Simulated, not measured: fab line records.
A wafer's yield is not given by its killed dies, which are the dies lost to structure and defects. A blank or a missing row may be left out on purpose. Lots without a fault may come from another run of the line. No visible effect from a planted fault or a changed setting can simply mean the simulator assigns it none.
Which tool was responsible?	flow n5-finfet	9 lots, 27 wafers sampled, at 6 steps of a route of 1938

== WHAT EACH GAUGE READ, for each wafer ==
N5_ZERO_LAYER_CD_MEAS_11: the cd target is 2000 nm.
lot	measured	on	cd-nm (nm)
L539	day 2 18:40	cd-sem-01	2023.3 1999.9 2000.6
L542	day 3 12:47	cd-sem-01	2020.9 1999.3 1999.5
L551	day 5 18:40	cd-sem-02	2001.9 1999.7 1999.8
L552	day 6 00:46	cd-sem-01	1999.2 2001.3 2000.2
L553	day 6 06:49	cd-sem-01	2002.4 1999.7 2001.2
L554	day 6 12:46	cd-sem-02	2002.4 2002.6 2002.4
L555	day 6 18:46	cd-sem-03	2002.8 2001.6 2002.9
L556	day 7 00:47	cd-sem-03	2000.6 2000.4 1999.9
L557	day 7 06:46	cd-sem-02	2001.3 2001.2 2001.3

N5_BEOL_M4_RC_MEAS_101.
lot	measured	on	DIBL_N (mV/V)	DIBL_P (mV/V)	IOFF_N (nA/um)	IOFF_P (nA/um)	ION_N (uA/um)	ION_P (uA/um)	SS_N (mV/dec)	SS_P (mV/dec)	VT_N (mV)	VT_P (mV)
L539	day 9 07:38	prober-02	36.7 35.1 35.3	37.4 36.1 36.2	0.170 0.145 0.144	0.224 0.196 0.196	669 665 661	464 456 458	72.4 71.5 70.9	73.5 73.2 73.4	247.3 251.9 251.8	-249.1 -252.0 -252.4
L542	day 9 14:26	prober-02	36.2 36.6 36.2	35.7 35.6 35.8	0.148 0.154 0.151	0.186 0.178 0.182	673 675 677	457 456 467	71.8 71.9 71.1	73.9 72.4 73.3	250.7 248.6 250.7	-252.1 -251.9 -252.5
L551	day 12 04:47	prober-02	35.6 36.8 36.5	35.9 37.1 37.8	0.151 0.173 0.172	0.179 0.206 0.214	665 666 678	455 455 463	70.6 71.6 71.6	73.3 72.8 73.4	248.0 250.0 248.5	-254.9 -251.5 -252.5
L552	day 12 07:06	prober-01	37.3 37.6 36.7	38.0 38.4 36.6	0.173 0.181 0.157	0.249 0.255 0.226	690 685 674	471 480 466	72.1 72.4 72.5	73.8 73.7 72.7	249.4 245.4 247.9	-244.6 -244.6 -248.5
L553	day 12 17:07	prober-02	37.5 35.4 35.9	35.7 34.3 34.6	0.148 0.120 0.132	0.179 0.157 0.162	665 667 660	448 455 455	71.8 70.2 72.1	73.4 72.9 72.3	251.7 252.6 252.5	-255.2 -255.0 -255.7
L554	day 12 23:17	prober-01	35.8 34.6 35.3	36.5 35.0 35.7	0.162 0.136 0.152	0.227 0.198 0.210	680 670 677	469 467 468	71.4 71.5 71.4	74.0 72.7 73.7	245.4 251.9 251.6	-247.4 -251.0 -245.4
L555	day 13 01:10	prober-01	35.8 36.5 35.6	34.6 34.8 34.3	0.141 0.147 0.142	0.206 0.210 0.208	679 665 681	470 463 472	71.0 71.5 71.0	73.2 72.5 72.6	250.3 248.9 250.8	-247.9 -246.2 -247.9
L556	day 13 13:49	prober-02	37.8 35.6 33.4	38.4 35.6 32.3	0.180 0.145 0.106	0.230 0.187 0.148	674 664 663	462 457 455	71.7 72.1 70.7	74.2 72.9 72.3	248.4 251.5 255.4	-251.4 -251.2 -255.0
L557	day 13 18:34	prober-02	36.6 37.6 36.7	39.0 40.5 38.5	0.183 0.208 0.187	0.210 0.230 0.207	688 697 686	469 462 462	71.7 71.7 72.0	73.4 73.7 73.4	246.7 247.3 246.2	-247.7 -248.8 -249.5

== TOOL THAT RAN EACH LOT (tool first, then ch and the chambers of the sampled wafers, then the start) ==
lot	N5_ZERO_LAYER_EXPOSE_08	N5_ZERO_LAYER_STRIP_24	N5_WELL_APT_RTA_34	N5_PMOS_HMC_CHANNEL_EPI_DESCUM_14
L539	krf-scanner-02 ch 0, day 2 18:29	plasma-asher-01 ch 0,1, day 2 18:55	rtp-anneal-01 ch 0, day 2 21:38	rie-diel-03 ch 1,3, day 2 23:55
L542	krf-scanner-02 ch 0, day 3 12:37	plasma-asher-01 ch 0,1, day 3 13:02	rtp-anneal-01 ch 0, day 3 15:55	rie-diel-03 ch 0,3, day 3 17:32
L551	krf-scanner-02 ch 0, day 5 18:30	plasma-asher-01 ch 0,1, day 5 18:56	rtp-anneal-02 ch 0, day 5 21:58	rie-diel-03 ch 0,2,3, day 5 23:14
L552	krf-scanner-01 ch 0, day 6 00:35	plasma-asher-01 ch 1, day 6 01:01	rtp-anneal-01 ch 0, day 6 04:34	rie-diel-01 ch 0,3, day 6 05:50
L553	krf-scanner-02 ch 0, day 6 06:38	plasma-asher-02 ch 0,1, day 6 07:05	rtp-anneal-02 ch 0, day 6 10:10	rie-diel-01 ch 0,1,3, day 6 11:51
L554	krf-scanner-01 ch 0, day 6 12:36	plasma-asher-02 ch 0,1, day 6 13:01	rtp-anneal-02 ch 0, day 6 15:44	rie-diel-05 ch 0,2,3, day 6 17:07
L555	krf-scanner-02 ch 0, day 6 18:35	plasma-asher-01 ch 0,1, day 6 19:01	rtp-anneal-02 ch 0, day 6 21:46	rie-diel-01 ch 0,1,2, day 6 23:43
L556	krf-scanner-01 ch 0, day 7 00:37	plasma-asher-01 ch 0,1, day 7 01:02	rtp-anneal-01 ch 0, day 7 03:59	rie-diel-05 ch 0,3, day 7 05:16
L557	krf-scanner-02 ch 0, day 7 06:35	plasma-asher-01 ch 1, day 7 07:01	rtp-anneal-02 ch 0, day 7 09:41	rie-diel-03 ch 1,2,3, day 7 11:07
- N5_ZERO_LAYER_EXPOSE_08: exposes mask ZERO, defocus 0 nm, target cd 2000 nm.
- N5_ZERO_LAYER_STRIP_24: strips in O2.
- N5_WELL_APT_RTA_34: time 10 s.
- N5_PMOS_HMC_CHANNEL_EPI_DESCUM_14: chemistry O2, time 7.9 s.

== AS READ BY THE TOOLS THEMSELVES (means over the sampled wafers that have a number; for cases with no such wafer, the mark the record gives instead) ==
N5_ZERO_LAYER_STRIP_24.
lot	tool	drypump-motor-current-A (A)	heater-power-w (W)	oes-product-au (a.u.)	strip-time-to-endpoint-s (s)
L539	plasma-asher-01	6.2	342	0.649	43.75
L542	plasma-asher-01	6.2	341	0.643	43.89
L551	plasma-asher-01	5.7	341	0.650	43.97
L552	plasma-asher-01	5.3	336	0.644	43.85
L553	plasma-asher-02	5.0	326	0.649	43.87
L554	plasma-asher-02	5.0	325	0.649	43.97
L555	plasma-asher-01	5.7	334	0.647	43.81
L556	plasma-asher-01	6.2	336	0.648	43.93
L557	plasma-asher-01	5.3	337	0.649	43.91

N5_WELL_APT_RTA_34.
lot	tool	lamp-power-pct (%)	lamp_zone_2_pct (%)	wafer_temp_C_max
L539	rtp-anneal-01	13.01	13.00	1002.3
L542	rtp-anneal-01	12.97	12.97	1003.2
L551	rtp-anneal-02	12.93	13.00	1003.9
L552	rtp-anneal-01	13.00	12.98	1004.7
L553	rtp-anneal-02	13.01	13.00	1003.3
L554	rtp-anneal-02	13.01	13.00	1003.2
L555	rtp-anneal-02	13.01	13.00	1004.4
L556	rtp-anneal-01	13.02	13.00	1002.8
L557	rtp-anneal-02	12.97	13.01	1002.9

N5_PMOS_HMC_CHANNEL_EPI_DESCUM_14.
lot	tool	drypump-motor-current-A (A)	oes-product-au (a.u.)	rf-vpp-V (V)	showerhead-plenum-p-Torr (Torr)	throttle-valve-pct (%)
L539	rie-diel-03	5.4	0.79	242.7	2.11	20.22
L542	rie-diel-03	5.3	0.76	242.6	2.10	20.28
L551	rie-diel-03	5.3	0.76	243.3	2.10	20.30
L552	rie-diel-01	5.3	0.68	243.2	2.15	20.42
L553	rie-diel-01	5.6	0.78	244.3	2.18	20.38
L554	rie-diel-05	5.9	0.81	242.0	2.02	20.37
L555	rie-diel-01	6.1	0.79	245.3	2.18	20.50
L556	rie-diel-05	5.4	0.85	243.0	2.03	20.22
L557	rie-diel-03	5.3	0.76	243.7	2.10	20.27

== THE ANSWER, worked out from the rows above alone ==
Rule: what is usual is taken from the lots themselves. The widest of any qualifying gaps counts: lots, ordered by their means at a reading, are off when they make up no more than a third of the lots, leave a main group of 4 or more, and stand apart from it by 3 or more times the standard deviation of that group's means. The tables above print the reading to a certain number of digits; a main group whose means all agree to those digits is not used. Also off: a lot with no number at a reading for which 4 or more lots have one. Any other lot the step has rows for is counted as sound. After the gauges, taken in route order, come the tools' own readings; for these a lot's mean is taken, as printed above. The first step at which some lot is off is used, and at that step the reading that is off furthest; a lot without a number counts as furthest.
Off, at N5_ZERO_LAYER_CD_MEAS_11 on cd-nm: L539, L542. The main group has a mean of 2001.2 nm with a standard deviation of 0.88.
A tool fits if, at a process step before that reading, it ran every lot that is off, and no sound lot after the first of them. Gauges at N5_ZERO_LAYER_CD_MEAS_11: tried the same way as those tools. No candidate that was tried fits.

== WHAT THE SIMULATOR HAD PUT IN ==
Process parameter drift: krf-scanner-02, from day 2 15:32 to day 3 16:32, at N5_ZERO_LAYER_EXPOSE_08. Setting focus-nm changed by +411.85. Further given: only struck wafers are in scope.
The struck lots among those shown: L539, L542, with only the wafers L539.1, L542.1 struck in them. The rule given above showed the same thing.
